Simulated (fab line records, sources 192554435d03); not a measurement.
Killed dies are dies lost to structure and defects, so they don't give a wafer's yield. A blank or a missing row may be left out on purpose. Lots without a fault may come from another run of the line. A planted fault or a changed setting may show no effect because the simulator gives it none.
Which tool did it? | flow n5_finfet | 12 lots, 36 wafers sampled, at 3 steps of a route of 1938

WHAT THE GAUGES READ, wafer by wafer
N5_BEOL_M15_CD_MEAS_17: target cd 360 nm.
lot  | measured     | on        | cd_nm (nm)
L075 | day 11 08:09 | cd_sem-03 | 358.8 359.1 359.0
L076 | day 12 01:50 | cd_sem-03 | 364.1 362.1 361.3
L078 | day 12 09:48 | cd_sem-02 | 361.3 363.8 363.2
L083 | day 13 04:27 | cd_sem-01 | 361.8 357.9 362.3
L082 | day 13 21:12 | cd_sem-01 | 360.9 361.9 362.2
L085 | day 14 12:22 | cd_sem-01 | 358.6 358.3 357.6
L089 | day 15 02:26 | cd_sem-03 | 358.3 359.2 359.7
L088 | day 15 09:01 | cd_sem-03 | 355.3 360.4 360.2
L091 | day 16 08:29 | cd_sem-01 | 365.0 361.1 363.2
L093 | day 17 11:25 | cd_sem-01 | 361.7 368.3 362.7
L092 | day 17 07:20 | cd_sem-02 | 364.6 360.4 360.6
L097 | day 18 08:36 | cd_sem-03 | 361.8 358.4 366.3

WHICH TOOL RAN EACH LOT (tool, then ch and the chambers of the sampled wafers, then the start)
lot  | N5_BEOL_M14_STRIP_37               | N5_BEOL_M14_PRE_CLEAN_42
L075 | rie_diel-02 ch 1,2,3, day 11 05:01 | pvd_sputter-03, day 11 05:23
L076 | rie_diel-05 ch 0,1, day 11 23:03   | pvd_sputter-03, day 11 23:23
L078 | rie_diel-05 ch 0,3, day 12 06:54   | pvd_sputter-01, day 12 07:21
L083 | rie_diel-05 ch 0,1,2, day 13 00:45 | pvd_sputter-03, day 13 01:16
L082 | rie_diel-01 ch 0,2,3, day 13 18:18 | pvd_sputter-01, day 13 18:39
L085 | rie_diel-02 ch 0,1,3, day 14 09:23 | pvd_sputter-02, day 14 09:56
L089 | rie_diel-01 ch 0,1,2, day 14 23:16 | pvd_sputter-03, day 14 23:56
L088 | rie_diel-02 ch 0,1,2, day 15 05:55 | pvd_sputter-01, day 15 06:24
L091 | rie_diel-02 ch 2,3, day 16 04:58   | pvd_sputter-03, day 16 05:28
L093 | rie_diel-02 ch 1,3, day 16 17:13   | pvd_sputter-02, day 16 17:44
L092 | rie_diel-02 ch 0,1,3, day 17 04:16 | pvd_sputter-01, day 17 04:44
L097 | rie_diel-02 ch 1,2, day 18 05:14   | pvd_sputter-01, day 18 06:02
- N5_BEOL_M14_STRIP_37: strips in O2.
- N5_BEOL_M14_PRE_CLEAN_42: time 30 s.

THE ANSWER, worked out from the rows above alone
Rule: what is usual is taken from the lots themselves. Put in order of their means at a reading, lots are off if they are a third of the lots or fewer, leave a main group of 4 or more, and stand apart from it by a gap of 3 or more times the standard deviation of the main group's means; of several such gaps the widest counts. A main group whose means are all the same, to the digits that the tables above print for the reading, isn't used. A lot without any number at a reading at which 4 lots or more have one is off too. The other lots that the step has rows for count as sound.
No lot is off at any reading shown: from this, nothing can be told.

WHAT THE SIMULATOR HAD PUT IN
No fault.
